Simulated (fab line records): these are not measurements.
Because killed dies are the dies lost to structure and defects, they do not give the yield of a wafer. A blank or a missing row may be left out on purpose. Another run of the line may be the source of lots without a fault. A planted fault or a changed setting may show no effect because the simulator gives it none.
What tool caused it?	flow n5-finfet	24 lots with 72 wafers sampled at 4 steps, on a route of 1938 steps

== WHAT THE GAUGES SHOWED, per wafer ==
N5_BEOL_M11_INSPECT_58: inspects for defects (darkfield).
lot	measured	on	raw-defect-count
L075	day 9 13:26	defect-inspect-01	90 62 27
L076	day 9 16:08	defect-inspect-01	101 59 84
L074	day 9 20:22	defect-inspect-01	65 92 69
L077	day 10 08:22	defect-inspect-02	48 77 105
L078	day 10 16:41	defect-inspect-01	60 89 54
L079	day 11 02:08	defect-inspect-01	70 86 74
L082	day 13 23:28	defect-inspect-02	47 65 53
L085	day 14 04:31	defect-inspect-01	80 109 76
L083	day 14 05:21	defect-inspect-01	94 90 110
L080	day 14 05:38	defect-inspect-01	63 45 71
L086	day 14 09:15	defect-inspect-01	62 78 67
L084	day 14 09:32	defect-inspect-01	52 38 50
L088	day 14 10:52	defect-inspect-01	48 63 50
L087	day 14 17:13	defect-inspect-01	71 66 92
L089	day 14 19:01	defect-inspect-02	77 72 82
L090	day 14 20:20	defect-inspect-02	101 120 135
L091	day 15 00:05	defect-inspect-01	89 58 122
L092	day 15 04:31	defect-inspect-01	121 67 99
L093	day 15 13:34	defect-inspect-02	117 91 108
L095	day 16 02:04	defect-inspect-02	63 68 91
L094	day 16 02:27	defect-inspect-01	92 60 95
L096	day 16 16:59	defect-inspect-02	75 114 119
L081	day 17 01:40	defect-inspect-01	79 146 112
L097	day 17 05:25	defect-inspect-01	107 163 72

N5_BEOL_M12_OVL_MEAS_11.
lot	measured	on	V11_OVL (nm)
L075	day 9 13:56	overlay-02	-9 -2 -6
L076	day 9 16:41	overlay-01	-7 -2 -12
L074	day 9 20:55	overlay-01	4 5 -3
L077	day 10 08:56	overlay-02	8 4 7
L078	day 10 17:11	overlay-02	-3 -3 0
L079	day 11 02:38	overlay-02	-3 -8 -4
L082	day 13 23:58	overlay-02	-6 -2 -2
L085	day 14 05:01	overlay-02	0 3 -6
L083	day 14 05:51	overlay-02	-5 -9 -9
L080	day 14 06:08	overlay-01	0 -1 -3
L086	day 14 09:45	overlay-01	-2 -3 -4
L084	day 14 10:10	overlay-01	-6 -6 -2
L088	day 14 11:29	overlay-02	-4 -1 0
L087	day 14 17:43	overlay-01	4 -2 -2
L089	day 14 19:31	overlay-01	0 -3 2
L090	day 14 20:50	overlay-01	8 5 6
L091	day 15 00:35	overlay-02	15 14 2
L092	day 15 05:08	overlay-02	-13 -15 -8
L093	day 15 14:14	overlay-01	3 3 5
L095	day 16 02:34	overlay-02	2 -6 -3
L094	day 16 02:57	overlay-02	-7 -6 -2
L096	day 16 17:29	overlay-02	-2 -4 -4
L081	day 17 02:17	overlay-01	10 7 15
L097	day 17 05:56	overlay-01	-5 -1 -1

== TOOL THAT RAN EACH LOT (tool first, then ch and the chambers of the sampled wafers, then the start) ==
lot	N5_BEOL_M11_DESCUM_33	N5_BEOL_M11_PRE_CLEAN_45
L075	rie-diel-06 ch 0,1,2, day 9 10:37	pvd-sputter-03, day 9 11:55
L076	rie-diel-01 ch 1,3, day 9 13:29	pvd-sputter-03, day 9 14:32
L074	rie-diel-06 ch 0,2,3, day 9 17:33	pvd-sputter-01, day 9 18:44
L077	rie-diel-06 ch 2,3, day 10 05:46	pvd-sputter-03, day 10 06:52
L078	rie-diel-01 ch 1,3, day 10 12:40	pvd-sputter-02, day 10 15:06
L079	rie-diel-06 ch 1,3, day 10 21:24	pvd-sputter-01, day 10 23:57
L082	rie-diel-01 ch 2,3, day 13 16:55	pvd-sputter-03, day 13 18:19
L085	rie-diel-06 ch 0,1,3, day 14 01:22	pvd-sputter-03, day 14 02:38
L083	rie-diel-02 ch 0,1,2, day 14 01:43	pvd-sputter-03, day 14 02:55
L080	rie-diel-01 ch 0,1,3, day 14 01:53	pvd-sputter-02, day 14 03:07
L086	rie-diel-06 ch 0,1,3, day 14 05:40	pvd-sputter-03, day 14 07:05
L084	rie-diel-01 ch 0,1, day 14 05:44	pvd-sputter-02, day 14 07:20
L088	rie-diel-01 ch 0,1, day 14 07:37	pvd-sputter-01, day 14 08:58
L087	rie-diel-02 ch 0,3, day 14 12:16	pvd-sputter-02, day 14 13:23
L089	rie-diel-06 ch 0,3, day 14 16:13	pvd-sputter-01, day 14 17:20
L090	rie-diel-01 ch 0,3, day 14 16:28	pvd-sputter-02, day 14 17:37
L091	rie-diel-02 ch 0,2,3, day 14 21:05	pvd-sputter-02, day 14 22:24
L092	rie-diel-01 ch 0,1,2, day 15 01:20	pvd-sputter-02, day 15 02:30
L093	rie-diel-02 ch 1,2,3, day 15 09:56	pvd-sputter-01, day 15 11:19
L095	rie-diel-01 ch 0,1,3, day 15 23:12	pvd-sputter-01, day 16 00:19
L094	rie-diel-01 ch 0,1, day 15 23:42	pvd-sputter-03, day 16 00:55
L096	rie-diel-01 ch 0,2,3, day 16 11:42	pvd-sputter-01, day 16 15:16
L081	rie-diel-01 ch 0,3, day 16 20:46	pvd-sputter-02, day 16 21:51
L097	rie-diel-01 ch 2,3, day 17 02:38	pvd-sputter-01, day 17 03:43
- N5_BEOL_M11_DESCUM_33: chemistry O2, time 7.9 s.
- N5_BEOL_M11_PRE_CLEAN_45: time 30 s.

== AS READ BY THE TOOLS THEMSELVES (means over the sampled wafers that have a number; for cases with no such wafer, the mark the record gives instead) ==
N5_BEOL_M11_DESCUM_33.
lot	tool	drypump-motor-current-A (A)	oes-product-au (a.u.)	rf-vpp-V (V)	showerhead-plenum-p-Torr (Torr)	throttle-valve-pct (%)
L075	rie-diel-06	5.6	0.79	243.3	2.14	20.42
L076	rie-diel-01	6.0	0.82	244.0	2.12	19.98
L074	rie-diel-06	5.6	0.84	242.7	2.08	20.31
L077	rie-diel-06	5.8	0.76	243.1	2.13	20.36
L078	rie-diel-01	6.0	0.81	244.9	2.12	20.00
L079	rie-diel-06	5.2	0.83	244.0	2.14	20.51
L082	rie-diel-01	6.1	0.78	243.4	2.12	20.08
L085	rie-diel-06	5.3	0.84	243.6	2.08	20.42
L083	rie-diel-02	5.7	0.77	243.7	2.15	20.56
L080	rie-diel-01	5.8	0.90	243.2	2.08	20.09
L086	rie-diel-06	5.3	0.83	242.9	2.08	20.42
L084	rie-diel-01	5.7	0.91	243.2	2.06	20.30
L088	rie-diel-01	5.4	0.94	243.1	2.09	20.21
L087	rie-diel-02	5.9	0.72	242.9	2.08	20.66
L089	rie-diel-06	5.2	0.86	241.7	2.02	20.31
L090	rie-diel-01	6.1	0.85	242.7	2.05	20.21
L091	rie-diel-02	5.9	0.77	243.0	2.10	20.60
L092	rie-diel-01	5.5	0.93	243.8	2.10	20.31
L093	rie-diel-02	6.0	0.77	242.3	2.07	20.52
L095	rie-diel-01	5.8	0.85	241.9	2.08	20.12
L094	rie-diel-01	5.4	0.90	243.0	2.09	20.23
L096	rie-diel-01	5.9	0.86	242.6	2.09	20.23
L081	rie-diel-01	6.2	0.82	243.2	2.07	20.03
L097	rie-diel-01	5.8	0.88	243.6	2.12	20.27

N5_BEOL_M11_PRE_CLEAN_45.
lot	tool	heater-power-w (W)	susceptor-temp-C (C)
L075	pvd-sputter-03	377	249.93
L076	pvd-sputter-03	366	250.06
L074	pvd-sputter-01	349	250.32
L077	pvd-sputter-03	339	249.95
L078	pvd-sputter-02	360	249.96
L079	pvd-sputter-01	330	250.03
L082	pvd-sputter-03	329	249.91
L085	pvd-sputter-03	353	250.15
L083	pvd-sputter-03	382	250.15
L080	pvd-sputter-02	325	250.13
L086	pvd-sputter-03	381	250.11
L084	pvd-sputter-02	318	250.22
L088	pvd-sputter-01	349	250.10
L087	pvd-sputter-02	308	250.02
L089	pvd-sputter-01	360	250.11
L090	pvd-sputter-02	387	250.01
L091	pvd-sputter-02	382	249.90
L092	pvd-sputter-02	380	249.84
L093	pvd-sputter-01	340	249.96
L095	pvd-sputter-01	341	250.14
L094	pvd-sputter-03	381	249.90
L096	pvd-sputter-01	352	250.06
L081	pvd-sputter-02	403	249.78
L097	pvd-sputter-01	339	249.93

== THE ANSWER, worked out from the rows above alone ==
Rule: the usual values come from the lots themselves. Put in order of their means at a reading, lots are off if they are a third of the lots or fewer, leave a main group of 4 or more, and stand apart from it by a gap of 3 or more times the standard deviation of the main group's means; of several such gaps the widest counts. If all means in a main group match to the digits the tables above print for the reading, that group is not used. Also off: a lot with no number at a reading for which 4 or more lots have one. Any other lot the step has rows for is counted as sound. First the gauges in route order, then the tools' own readings, where a lot's mean is used as printed above. At the first step where some lot is off, the reading lying furthest off is the one used; lots without a number count as furthest.
None of the lots is off at any reading shown; this tells nothing.

== WHAT WAS PUT IN BY THE SIMULATOR ==
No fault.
